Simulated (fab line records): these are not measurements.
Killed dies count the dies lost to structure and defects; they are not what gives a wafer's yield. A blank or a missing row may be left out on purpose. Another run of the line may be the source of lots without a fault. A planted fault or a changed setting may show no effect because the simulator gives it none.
fab line records	flow nand_harc	part 2 of 2: steps 5 to 6 of 6
record lots=20	wafers=60	last_day=32
route steps=1302 shown A_CHANNEL_HOLE_D2@587 A_STAIRCASE@684
lots that met no fault: from a run of the same line without faults
start_h: hours from the record's opening day to when the first of the lot's shown wafers began	wait_h: hours since the lot's step before	" as in the row above	L1.1+2: a row that stands for several wafers	- no value, or no start given	* or withheld: withheld	< > ~ a bound
route shown NAME@n: a module of which the file shows steps, and the number in the route of the first	usual: mean and standard deviation over wafers with no fault	same: alike in all rows	chamber/n: place in a boat	sites: the reading at each site	_std_site: standard deviation of those values	_edge_site: mean of outer sites minus mean of inner sites	radius_mm: for every site, how far away it sits from the centre of the wafer	mask NAME#n: copy n	behind: the most recent tool/chamber to have shaped the wafer	hold: cause of the lot's hold/its duration in hours/its outcome	device: the transistor (n, p or np) that didn't switch	end of line: the tests these same wafers got at the end of their route	a step with no rows: only its recipe	killed: not the wafer's yield, but the dies lost to structure and defects at the first sort	map: a wafer's dies, marking killed ones x, the rest . and places with no die _
set.NAME: the setting that was run; set.NAME@STEP: the one run at that earlier step	model.NAME: the simulator's own value behind a step, which no gauge read
route steps across a sampled set of lots; one table per step, one row per wafer
services: when a tool's chamber went out of use (start_h, in hours from the record's first day, below 0 if earlier), for how many hours, and the reason
## steps
# step NHARC_A_STAIRCASE_TRIM_202
# recipe time_s=211.2	o2_flow_sccm=500	ar_flow_sccm=0	bias_w=0	chemistry=O2
# usual chamber_pressure_mTorr=60.00/0.054	drypump_motor_current_A=5.7/0.32	oes_product_au=1.001/0.0092	rf_vpp_V=57.9/0.82	showerhead_plenum_p_Torr=3.57/0.12	throttle_valve_pct=17.037/0.009
lot.wafer	tool	chamber	start_h	wait_h	chamber_pressure_mTorr	drypump_motor_current_A	oes_product_au	rf_hours_counter_h	rf_vpp_V	showerhead_plenum_p_Torr	throttle_valve_pct
L074.1	rie_diel-13	2	-	-	60.01	5.6	0.998	2	58.9	3.57	17.058
L074.6	"	0	"	"	60.02	5.3	1.000	-	57.3	3.61	17.033
L074.5	"	1	"	"	60.01	5.9	1.005	-	58.4	3.75	17.035
L075.4	rie_diel-13	0	-	-	59.93	5.2	0.997	6	59.6	3.61	17.032
L075.2	"	2	"	"	59.96	5.6	1.006	7	59.1	3.56	17.046
L075.5	"	0	"	"	60.06	5.3	0.996	-	58.0	3.61	17.043
L076.1	rie_diel-13	2	-	-	60.07	5.6	1.007	7	59.6	3.56	17.053
L076.4	"	3	"	"	59.96	5.9	1.010	6	57.2	3.57	17.032
L076.2	"	1	"	"	59.97	5.9	0.998	7	59.2	3.75	17.049
L077.3	rie_diel-06	1	-	-	60.02	5.6	0.989	27	57.9	3.28	17.039
L077.5	"	1	"	"	59.95	5.6	0.994	-	58.1	3.28	17.041
L077.4	"	2	"	"	60.05	6.3	0.994	-	56.7	3.55	17.026
L080.2	rie_diel-13	0	-	-	59.96	5.3	0.992	24	58.3	3.60	17.031
L080.3	"	1	"	"	60.02	5.9	0.998	24	58.0	3.74	17.027
L080.5	"	2	"	"	60.01	5.5	1.005	-	58.2	3.55	17.046
L079.1	rie_diel-06	0	-	-	59.91	5.2	1.007	34	57.2	3.40	17.035
L079.2	"	2	"	"	60.03	6.3	0.990	31	57.6	3.55	17.052
L079.3	"	3	"	"	60.08	5.3	1.007	28	57.2	3.52	17.032
L081.3	rie_diel-13	2	-	-	60.03	5.5	1.006	29	57.7	3.55	17.042
L081.5	"	2	"	"	60.03	5.5	1.011	-	59.1	3.55	17.031
L081.6	"	3	"	"	60.09	5.9	1.017	-	58.4	3.56	17.022
L083.3	rie_diel-01	1	-	-	59.98	6.0	0.991	19	58.4	3.55	17.043
L083.2	"	2	"	"	59.96	5.5	0.984	19	57.5	3.48	17.046
L083.6	"	2	"	"	60.04	5.5	0.982	-	56.9	3.48	17.049
L082.2	rie_diel-06	0	-	-	59.99	5.3	0.991	45	57.4	3.39	17.036
L082.4	"	1	"	"	60.09	5.6	1.001	43	56.8	3.27	17.026
L082.5	"	1	"	"	59.96	5.6	0.992	-	56.8	3.27	17.036
L086.2	rie_diel-13	1	-	-	60.03	5.9	1.004	44	57.6	3.72	17.039
L086.6	"	2	"	"	60.00	5.5	1.003	-	57.8	3.54	17.048
L086.5	"	3	"	"	60.05	5.9	1.019	-	57.6	3.55	17.039
L085.3	rie_diel-01	3	-	-	60.01	6.1	0.998	25	57.4	3.73	17.034
L085.5	"	0	"	"	59.91	5.4	1.000	-	58.3	3.76	17.034
L085.4	"	2	"	"	59.95	5.5	0.994	-	57.6	3.48	17.035
L087.3	rie_diel-01	0	-	-	59.92	5.4	0.996	29	58.7	3.76	17.048
L087.5	"	0	"	"	59.93	5.4	1.000	-	59.6	3.76	17.031
L087.6	"	3	"	"	60.08	6.1	0.994	-	58.4	3.73	17.047
L088.3	rie_diel-13	3	-	-	60.02	5.9	1.009	60	59.4	3.54	17.025
L088.1	"	0	"	"	60.03	5.3	0.998	59	57.4	3.58	17.041
L088.6	"	1	"	"	59.93	5.9	0.987	-	57.6	3.72	17.042
L089.4	rie_diel-06	1	-	-	60.05	5.6	0.998	4	57.6	3.81	17.021
L089.1	"	2	"	"	60.00	6.3	1.002	4	58.3	3.53	17.029
L089.5	"	0	"	"	60.03	5.3	1.013	-	57.2	3.38	17.043
L090.2	rie_diel-06	0	-	-	60.09	5.3	1.002	7	58.5	3.38	17.027
L090.3	"	2	"	"	60.09	6.3	0.994	6	58.0	3.53	17.037
L090.6	"	3	"	"	60.08	5.3	1.001	-	58.0	3.50	17.041
L093.1	rie_diel-13	2	-	-	60.04	5.5	1.016	3	58.0	3.53	17.038
L093.5	"	1	"	"	60.01	5.9	1.003	-	58.9	3.71	17.035
L093.6	"	2	"	"	59.93	5.6	1.018	-	59.3	3.53	17.041
L091.3	rie_diel-01	1	-	-	60.06	6.0	0.991	42	58.0	3.54	17.041
L091.4	"	0	"	"	60.07	5.4	1.010	52	59.1	3.75	17.031
L091.5	"	1	"	"	60.05	6.0	0.988	-	57.5	3.54	17.041
L092.1	rie_diel-13	3	-	-	59.97	5.9	1.015	4	56.0	3.54	17.041
L092.2	"	0	"	"	59.98	5.3	0.983	5	56.6	3.57	17.044
L092.5	"	3	"	"	59.95	5.9	1.017	-	58.1	3.54	17.055
L096.2	rie_diel-06	2	-	-	60.07	6.3	0.998	26	58.8	3.52	17.037
L096.3	"	0	"	"	60.04	5.3	1.010	29	58.1	3.37	17.044
L096.4	"	1	"	"	59.94	5.6	0.993	28	58.4	3.79	17.053
L095.2	rie_diel-13	1	-	-	60.03	6.0	1.004	14	56.9	3.71	17.027
L095.5	"	2	"	"	60.01	5.5	1.008	-	57.8	3.53	17.047
L095.4	"	0	"	"	60.02	5.3	0.991	-	56.9	3.57	17.041
# step NHARC_A_STAIRCASE_TRIM_226
# recipe time_s=211.2	o2_flow_sccm=500	ar_flow_sccm=0	bias_w=0	chemistry=O2
# usual chamber_pressure_mTorr=59.99/0.06	drypump_motor_current_A=5.7/0.35	oes_product_au=0.999/0.0094	rf_vpp_V=58.0/0.77	showerhead_plenum_p_Torr=3.56/0.14	throttle_valve_pct=17.036/0.0092
lot.wafer	tool	chamber	start_h	wait_h	chamber_pressure_mTorr	drypump_motor_current_A	oes_product_au	rf_hours_counter_h	rf_vpp_V	showerhead_plenum_p_Torr	throttle_valve_pct
L074.1	rie_diel-13	1	-	-	59.95	5.9	1.001	4	58.9	3.75	17.037
L074.6	"	0	"	"	59.94	5.3	0.999	-	56.5	3.61	17.033
L074.5	"	1	"	"	60.07	5.9	0.995	-	59.1	3.75	17.023
L075.4	rie_diel-13	0	-	-	60.09	5.3	0.997	8	57.8	3.61	17.017
L075.2	"	3	"	"	59.98	5.9	1.010	8	57.3	3.57	17.037
L075.5	"	0	"	"	60.08	5.3	0.993	-	58.3	3.61	17.051
L076.2	rie_diel-13	3	-	-	59.97	5.9	1.002	8	57.5	3.57	17.030
L076.4	"	0	"	"	60.04	5.3	0.996	8	58.0	3.60	17.028
L076.1	"	1	"	"	60.07	5.9	1.006	9	58.2	3.74	17.023
L077.4	rie_diel-01	2	-	-	59.97	5.5	0.993	1	57.6	3.49	17.030
L077.3	"	0	"	"	60.13	5.4	0.987	1	58.6	3.78	17.029
L077.5	"	2	"	"	60.03	5.5	0.990	-	57.1	3.49	17.039
L080.2	rie_diel-06	1	-	-	60.08	5.6	0.994	33	58.0	3.28	17.023
L080.3	"	3	"	"	59.98	5.3	1.002	29	56.3	3.52	17.032
L080.5	"	1	"	"	59.97	5.6	0.989	-	57.9	3.28	17.035
L079.3	rie_diel-01	0	-	-	60.09	5.4	1.000	8	59.5	3.77	17.044
L079.1	"	1	"	"	59.97	6.0	1.001	8	59.2	3.56	17.046
L079.2	"	3	"	"	60.02	6.1	1.004	9	58.9	3.74	17.029
L081.3	rie_diel-01	2	-	-	60.09	5.5	1.006	12	57.1	3.49	17.019
L081.6	"	2	"	"	60.08	5.5	0.997	-	59.4	3.49	17.050
L081.5	"	3	"	"	60.03	6.1	0.988	-	58.3	3.74	17.042
L083.2	rie_diel-06	0	-	-	59.96	5.3	0.995	45	58.8	3.39	17.037
L083.3	"	3	"	"	60.05	5.3	1.001	40	58.7	3.51	17.034
L083.6	"	0	"	"	59.91	5.2	0.988	-	57.2	3.39	17.047
L082.2	rie_diel-06	3	-	-	60.01	5.3	1.006	40	58.9	3.51	17.048
L082.4	"	0	"	"	60.05	5.3	0.999	46	57.5	3.39	17.025
L082.5	"	0	"	"	60.00	5.3	0.989	-	58.7	3.39	17.037
L086.2	rie_diel-06	1	-	-	59.85	5.6	0.994	48	57.3	3.27	17.015
L086.5	"	2	"	"	60.01	6.3	0.987	-	58.0	3.54	17.035
L086.6	"	3	"	"	60.03	5.3	1.001	-	58.2	3.51	17.030
L085.4	rie_diel-06	3	-	-	60.03	5.3	1.004	46	57.5	3.51	17.038
L085.3	"	0	"	"	59.89	5.2	1.018	51	57.6	3.39	17.045
L085.5	"	0	"	"	60.03	5.2	1.019	-	57.2	3.39	17.043
L087.3	rie_diel-13	0	-	-	59.84	5.3	0.992	53	57.1	3.58	17.043
L087.5	"	3	"	"	59.92	6.0	1.003	-	56.7	3.55	17.031
L087.6	"	0	"	"	59.98	5.3	0.997	-	57.1	3.58	17.036
L088.3	rie_diel-06	0	-	-	59.94	5.2	1.009	5	57.3	3.38	17.032
L088.1	"	3	"	"	60.07	5.3	0.993	5	58.5	3.50	17.036
L088.6	"	0	"	"	59.99	5.3	1.016	-	57.4	3.38	17.042
L089.4	rie_diel-13	1	-	-	59.89	5.9	0.995	57	58.9	3.72	17.030
L089.1	"	3	"	"	60.03	6.0	1.016	60	58.8	3.54	17.037
L089.5	"	1	"	"	59.90	5.9	1.000	-	58.2	3.72	17.025
L090.3	rie_diel-01	0	-	-	59.99	5.4	1.005	44	57.0	3.75	17.034
L090.2	"	3	"	"	59.93	6.2	1.011	42	58.6	3.72	17.041
L090.6	"	0	"	"	59.98	5.4	1.008	-	57.8	3.75	17.029
L093.1	rie_diel-13	1	-	-	60.03	5.9	0.998	5	57.6	3.71	17.042
L093.5	"	2	"	"	60.02	5.6	1.011	-	56.9	3.53	17.036
L093.6	"	3	"	"	60.01	5.9	1.003	-	58.9	3.54	17.048
L091.4	rie_diel-01	1	-	-	60.02	6.0	0.988	43	58.4	3.54	17.053
L091.3	"	3	"	"	59.95	6.1	0.988	52	58.3	3.71	17.034
L091.5	"	1	"	"	59.91	6.0	0.990	-	58.8	3.54	17.038
L092.1	rie_diel-01	3	-	-	60.12	6.1	0.999	52	57.5	3.71	17.033
L092.2	"	1	"	"	59.95	6.0	0.989	43	56.9	3.54	17.041
L092.5	"	3	"	"	59.93	6.1	1.000	-	58.3	3.71	17.023
L096.4	rie_diel-06	0	-	-	60.07	5.3	1.022	30	57.4	3.37	17.036
L096.3	"	1	"	"	59.82	5.6	0.989	29	59.4	3.79	17.047
L096.2	"	2	"	"	59.87	6.3	0.994	27	57.6	3.52	17.042
L095.4	rie_diel-06	0	-	-	59.90	5.3	1.003	31	56.7	3.37	17.037
L095.2	"	1	"	"	60.02	5.6	0.994	30	57.5	3.79	17.038
L095.5	"	0	"	"	60.07	5.3	1.013	-	58.7	3.37	17.035
## services
tool	chamber	start_h	hours	kind
rie_diel-01	2	266.83	4.5	repair
rie_diel-06	-	269.11	0.7	repair
rie_diel-13	3	290.32	11.8	repair
rie_diel-02	-	297.54	0.7	repair
rie_diel-06	0	303.66	2.0	repair
rie_diel-06	-	307.24	9.0	pm
rie_diel-02	1	321.40	2.7	repair
rie_diel-06	0	323.84	9.0	repair
rie_diel-13	0	332.37	2.7	repair
rie_diel-13	-	342.00	9.0	pm
rie_diel-01	3	354.00	1.6	repair
rie_diel-06	1	370.89	3.9	repair
rie_diel-01	0	373.04	3.4	repair
rie_diel-01	-	380.82	9.0	pm
rie_diel-06	-	389.19	0.8	repair
rie_diel-02	-	393.70	9.0	pm
rie_diel-06	2	401.85	4.8	repair
rie_diel-06	0	429.63	4.8	repair
rie_diel-02	0	467.89	6.3	repair
rie_diel-06	-	484.70	9.0	pm
rie_diel-13	-	519.00	9.0	pm
rie_diel-01	-	557.82	9.0	pm
rie_diel-02	-	570.76	9.0	pm
rie_diel-13	3	571.34	4.3	repair
